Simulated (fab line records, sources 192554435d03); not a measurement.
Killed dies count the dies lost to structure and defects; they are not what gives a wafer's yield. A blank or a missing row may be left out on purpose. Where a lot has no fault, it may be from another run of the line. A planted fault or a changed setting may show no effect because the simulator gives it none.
Which of the tools did it? + flow n5-finfet + 11 lots, 33 wafers sampled, at 5 steps of a route of 1938

## WHAT EACH GAUGE READ, for each wafer
N5_BEOL_M13_OCD_MEAS_35.
| lot  | measured     | on     | trench-depth-nm (nm) |
|------|--------------|--------|----------------------|
| L262 | day 11 17:18 | ocd-01 | 413 417 412          |
| L263 | day 12 02:16 | ocd-02 | 406 413 414          |
| L265 | day 12 12:09 | ocd-01 | 408 415 407          |
| L268 | day 13 05:37 | ocd-01 | 417 407 414          |
| L270 | day 14 04:31 | ocd-01 | 415 420 412          |
| L277 | day 15 07:44 | ocd-01 | 414 405 408          |
| L275 | day 15 12:45 | ocd-02 | 415 398 413          |
| L278 | day 15 18:37 | ocd-02 | 417 413 415          |
| L280 | day 16 08:05 | ocd-02 | 411 408 417          |
| L281 | day 16 18:04 | ocd-01 | 410 412 413          |
| L283 | day 17 06:35 | ocd-02 | 417 421 420          |

N5_BEOL_M14_CD_MEAS_10: target cd 250 nm.
| lot  | measured     | on        | cd-nm (nm)        |
|------|--------------|-----------|-------------------|
| L262 | day 11 21:19 | cd-sem-01 | 251.2 251.5 251.3 |
| L263 | day 12 06:10 | cd-sem-02 | 248.8 249.7 249.6 |
| L265 | day 12 16:02 | cd-sem-03 | 250.0 249.6 249.2 |
| L268 | day 13 08:18 | cd-sem-03 | 232.1 231.5 231.2 |
| L270 | day 14 09:23 | cd-sem-03 | 231.4 232.7 251.4 |
| L277 | day 15 10:19 | cd-sem-03 | 249.9 250.0 249.2 |
| L275 | day 15 16:53 | cd-sem-01 | 250.3 248.6 250.1 |
| L278 | day 15 23:25 | cd-sem-03 | 250.2 248.3 250.5 |
| L280 | day 16 10:50 | cd-sem-02 | 250.2 249.7 250.9 |
| L281 | day 16 22:20 | cd-sem-02 | 248.9 249.6 247.5 |
| L283 | day 17 10:02 | cd-sem-02 | 249.1 250.1 248.8 |

## WHICH TOOL RAN EACH LOT (tool, then ch and the chambers of the sampled wafers, then the start)
| lot  | N5_BEOL_M13_TRENCH_ETCH_34         | N5_BEOL_M13_SPUTTER_43       | N5_BEOL_M14_PEB_08                |
|------|------------------------------------|------------------------------|-----------------------------------|
| L262 | rie-diel-04 ch 0,2,3, day 11 17:07 | pvd-sputter-03, day 11 19:28 | litho-track-04 ch 0, day 11 21:11 |
| L263 | rie-diel-04 ch 1,2,3, day 12 02:10 | pvd-sputter-03, day 12 04:26 | litho-track-02 ch 0, day 12 06:04 |
| L265 | rie-diel-06 ch 1,3, day 12 11:58   | pvd-sputter-01, day 12 14:19 | litho-track-04 ch 0, day 12 15:55 |
| L268 | rie-diel-03 ch 0,2,3, day 13 05:26 | pvd-sputter-03, day 13 06:28 | litho-track-04 ch 0, day 13 08:11 |
| L270 | rie-diel-03 ch 0,3, day 14 04:20   | pvd-sputter-01, day 14 07:32 | litho-track-04 ch 0, day 14 09:16 |
| L277 | rie-diel-06 ch 0,2, day 15 07:33   | pvd-sputter-02, day 15 08:28 | litho-track-02 ch 0, day 15 10:12 |
| L275 | rie-diel-03 ch 1,2, day 15 12:34   | pvd-sputter-02, day 15 14:23 | litho-track-02 ch 0, day 15 16:46 |
| L278 | rie-diel-03 ch 0,2, day 15 18:26   | pvd-sputter-02, day 15 21:32 | litho-track-01 ch 0, day 15 23:19 |
| L280 | rie-diel-03 ch 2,3, day 16 07:55   | pvd-sputter-03, day 16 08:44 | litho-track-01 ch 0, day 16 10:43 |
| L281 | rie-diel-04 ch 2,3, day 16 17:54   | pvd-sputter-01, day 16 20:29 | litho-track-04 ch 0, day 16 22:13 |
| L283 | rie-diel-06 ch 1,2,3, day 17 06:24 | pvd-sputter-03, day 17 08:03 | litho-track-01 ch 0, day 17 09:55 |
- N5_BEOL_M13_TRENCH_ETCH_34: etches SiOC in C4F8/O2/Ar, target depth 413.47 nm, time 162.6 s.
- N5_BEOL_M13_SPUTTER_43: material TaN, target thk 15 nm, time 24.19 s.
- N5_BEOL_M14_PEB_08: peb time 90 s.

## AS READ BY THE TOOLS THEMSELVES (means over the sampled wafers that have a number; for cases with no such wafer, the mark the record gives instead)
N5_BEOL_M13_TRENCH_ETCH_34.
| lot  | tool        | drypump-motor-current-A (A) | oes-product-au (a.u.) | rf-vpp-V (V) | showerhead-plenum-p-Torr (Torr) | throttle-valve-pct (%) |
|------|-------------|-----------------------------|-----------------------|--------------|---------------------------------|------------------------|
| L262 | rie-diel-04 | 5.8                         | 0.82                  | 664.6        | 3.36                            | 24.3                   |
| L263 | rie-diel-04 | 5.6                         | 0.74                  | 665.7        | 3.40                            | 24.2                   |
| L265 | rie-diel-06 | 5.9                         | 0.74                  | 665.1        | 3.40                            | 24.4                   |
| L268 | rie-diel-03 | 6.1                         | 0.81                  | 665.1        | 3.40                            | 24.0                   |
| L270 | rie-diel-03 | 6.1                         | 0.77                  | 666.2        | 3.46                            | 24.0                   |
| L277 | rie-diel-06 | 5.4                         | 0.80                  | 666.8        | 3.43                            | 24.2                   |
| L275 | rie-diel-03 | 6.2                         | 0.79                  | 665.5        | 3.39                            | 24.2                   |
| L278 | rie-diel-03 | 5.8                         | 0.83                  | 663.4        | 3.31                            | 23.8                   |
| L280 | rie-diel-03 | 6.3                         | 0.75                  | 666.1        | 3.45                            | 24.1                   |
| L281 | rie-diel-04 | 5.5                         | 0.74                  | 664.0        | 3.36                            | 24.2                   |
| L283 | rie-diel-06 | 5.6                         | 0.84                  | 665.6        | 3.40                            | 24.2                   |

N5_BEOL_M13_SPUTTER_43.
| lot  | tool           | bias-v (V) | throttle-valve-pct (%) |
|------|----------------|------------|------------------------|
| L262 | pvd-sputter-03 | 169.8      | 30.3                   |
| L263 | pvd-sputter-03 | 168.0      | 30.1                   |
| L265 | pvd-sputter-01 | 167.4      | 29.7                   |
| L268 | pvd-sputter-03 | 168.4      | 30.2                   |
| L270 | pvd-sputter-01 | 169.1      | 30.2                   |
| L277 | pvd-sputter-02 | 168.6      | 30.9                   |
| L275 | pvd-sputter-02 | 168.2      | 30.5                   |
| L278 | pvd-sputter-02 | 169.0      | 30.7                   |
| L280 | pvd-sputter-03 | 166.9      | 30.2                   |
| L281 | pvd-sputter-01 | 169.0      | 30.4                   |
| L283 | pvd-sputter-03 | 168.3      | 30.1                   |

N5_BEOL_M14_PEB_08.
| lot  | tool           | heater-power-total-W (W) |
|------|----------------|--------------------------|
| L262 | litho-track-04 | 171.3                    |
| L263 | litho-track-02 | 172.6                    |
| L265 | litho-track-04 | 172.5                    |
| L268 | litho-track-04 | 217.1                    |
| L270 | litho-track-04 | 202.0                    |
| L277 | litho-track-02 | 172.8                    |
| L275 | litho-track-02 | 172.5                    |
| L278 | litho-track-01 | 173.1                    |
| L280 | litho-track-01 | 171.5                    |
| L281 | litho-track-04 | 171.6                    |
| L283 | litho-track-01 | 172.2                    |

## THE ANSWER, worked out from the rows above alone
Rule: usual is defined by the lots themselves. Put in order of their means at a reading, lots are off if they are a third of the lots or fewer, leave a main group of 4 or more, and stand apart from it by a gap of 3 or more times the standard deviation of the main group's means; of several such gaps the widest counts. If all means in a main group match to the digits the tables above print for the reading, that group is not used. Also off: a lot with no number at a reading for which 4 or more lots have one. Where the step has rows for the other lots, those lots are counted as sound. The gauges are gone through in route order, then the tools' own readings, and for those a lot's mean is taken as printed above. At the first step where some lot is off, the reading lying furthest off is the one used; lots without a number count as furthest.
Off, at N5_BEOL_M14_CD_MEAS_10 on cd-nm: L268, L270. The main group has a mean of 249.7 nm with a standard deviation of 0.69.
A tool fits if, at a process step before that reading, it ran every lot that is off, and no sound lot after the first of them. The gauges at N5_BEOL_M14_CD_MEAS_10 aren't tried: what is off there is off at N5_BEOL_M14_PEB_08 too, on other tools, and a gauge's error can't cause that. None of those tried fits.

## WHAT WAS PUT IN BY THE SIMULATOR
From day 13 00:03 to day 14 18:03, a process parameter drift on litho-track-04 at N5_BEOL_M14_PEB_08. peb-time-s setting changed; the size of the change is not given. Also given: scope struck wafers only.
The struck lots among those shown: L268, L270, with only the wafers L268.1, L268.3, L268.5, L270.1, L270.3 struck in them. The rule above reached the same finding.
